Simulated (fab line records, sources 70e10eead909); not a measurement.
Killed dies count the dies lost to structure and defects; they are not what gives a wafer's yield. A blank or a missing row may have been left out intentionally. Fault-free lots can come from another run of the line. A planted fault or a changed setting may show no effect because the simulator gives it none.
Check of tool commonality + flow nand harc + 11 lots and 33 wafers in the sample

== REASON FOR OPENING ==
At NHARC_A_CHANNEL_HOLE_D2_CD_MEAS_10 the reading cd nm is flagged on 2 of 11 lots. No-fault wafers: 100.0 nm, standard deviation 0.41.
Rule: a lot is flagged when every wafer of it that has a number lies more than 4 standard deviations from that mean, or none has a number. The other lots count as sound.

| lot  | measured     | on        | cd nm (nm), wafer by wafer | flag    |
|------|--------------|-----------|----------------------------|---------|
| L196 | day 13 02:55 | cd sem-01 | 100.1 100.8 99.5           |         |
| L197 | day 14 09:40 | cd sem-01 | 100.4 99.6 100.1           |         |
| L199 | day 14 11:32 | cd sem-01 | 100.2 99.9 99.7            |         |
| L200 | day 15 10:44 | cd sem-01 | 100.6 100.7 101.4          |         |
| L201 | day 15 10:53 | cd sem-03 | 99.2 99.9 99.1             |         |
| L202 | day 16 03:26 | cd sem-02 | 99.9 100.1 100.1           |         |
| L207 | day 18 01:58 | cd sem-03 | 105.5 105.8 105.4          | FLAGGED |
| L209 | day 18 21:20 | cd sem-02 | 103.5 104.0 104.0          | FLAGGED |
| L212 | day 19 18:40 | cd sem-01 | 100.3 99.9 99.8            |         |
| L215 | day 21 09:56 | cd sem-02 | 100.6 100.4 100.2          |         |
| L216 | day 21 11:57 | cd sem-02 | 99.9 99.3 100.1            |         |
The numbers of the flagged lots are 104.7 nm on average: +4.7 nm against the usual, or +11 standard deviations.

== WHICH TOOL RAN EACH LOT ==
The record holds 1 process step before the reading, out of a route of 1302 steps. Each cell gives the tool, then ch followed by the chambers the sampled wafers passed through, then the start.
| lot  | flag    | NHARC_A_CHANNEL_HOLE_D2_PEB_08    |
|------|---------|-----------------------------------|
| L196 |         | litho track-06 ch 0, day 13 02:50 |
| L197 |         | litho track-04 ch 0, day 14 09:35 |
| L199 |         | litho track-04 ch 0, day 14 11:28 |
| L200 |         | litho track-01 ch 0, day 15 10:39 |
| L201 |         | litho track-06 ch 0, day 15 10:49 |
| L202 |         | litho track-01 ch 0, day 16 03:22 |
| L207 | FLAGGED | litho track-04 ch 0, day 18 01:53 |
| L209 | FLAGGED | litho track-04 ch 0, day 18 21:16 |
| L212 |         | litho track-06 ch 0, day 19 18:34 |
| L215 |         | litho track-06 ch 0, day 21 09:51 |
| L216 |         | litho track-01 ch 0, day 21 11:52 |
What is done by these steps:
- NHARC_A_CHANNEL_HOLE_D2_PEB_08: peb time 65 s.
- NHARC_A_CHANNEL_HOLE_D2_CD_MEAS_10: target cd 100 nm.

== FLAGGED OVER TOTAL, TOOL BY TOOL (the gauges that took the reading come last) ==
| step                               | tool           | lots run | flagged | share of the flagged lots | sound lots run after its first flagged lot |
|------------------------------------|----------------|----------|---------|---------------------------|--------------------------------------------|
| NHARC_A_CHANNEL_HOLE_D2_PEB_08     | litho track-01 | 3        | 0       | none                      | -                                          |
| NHARC_A_CHANNEL_HOLE_D2_PEB_08     | litho track-04 | 4        | 2       | all                       | 0                                          |
| NHARC_A_CHANNEL_HOLE_D2_PEB_08     | litho track-06 | 4        | 0       | none                      | -                                          |
| NHARC_A_CHANNEL_HOLE_D2_CD_MEAS_10 | cd sem-01      | 5        | 0       | none                      | -                                          |
| NHARC_A_CHANNEL_HOLE_D2_CD_MEAS_10 | cd sem-02      | 4        | 1       | some                      | 2 (L215,L216)                              |
| NHARC_A_CHANNEL_HOLE_D2_CD_MEAS_10 | cd sem-03      | 2        | 1       | some                      | 0                                          |

== THE TABLE: WHAT IT ALLOWS ==
1 row of the table ran every flagged lot: litho track-04 at NHARC_A_CHANNEL_HOLE_D2_PEB_08.
- litho track-04 at NHARC_A_CHANNEL_HOLE_D2_PEB_08: 2 of its 4 lots flagged. A fault beginning between L199 (day 14 11:28), its last sound lot, and L207 (day 18 01:53), its first flagged one, fits the data.
Just one tool remains: litho track-04 at NHARC_A_CHANNEL_HOLE_D2_PEB_08.

== WHAT THE SIMULATOR PUT IN ==
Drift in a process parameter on litho track-04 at NHARC_A_CHANNEL_HOLE_D2_PEB_08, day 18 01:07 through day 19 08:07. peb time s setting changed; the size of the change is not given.
Lots struck among those shown: L207, L209. The rule given above showed the same thing.
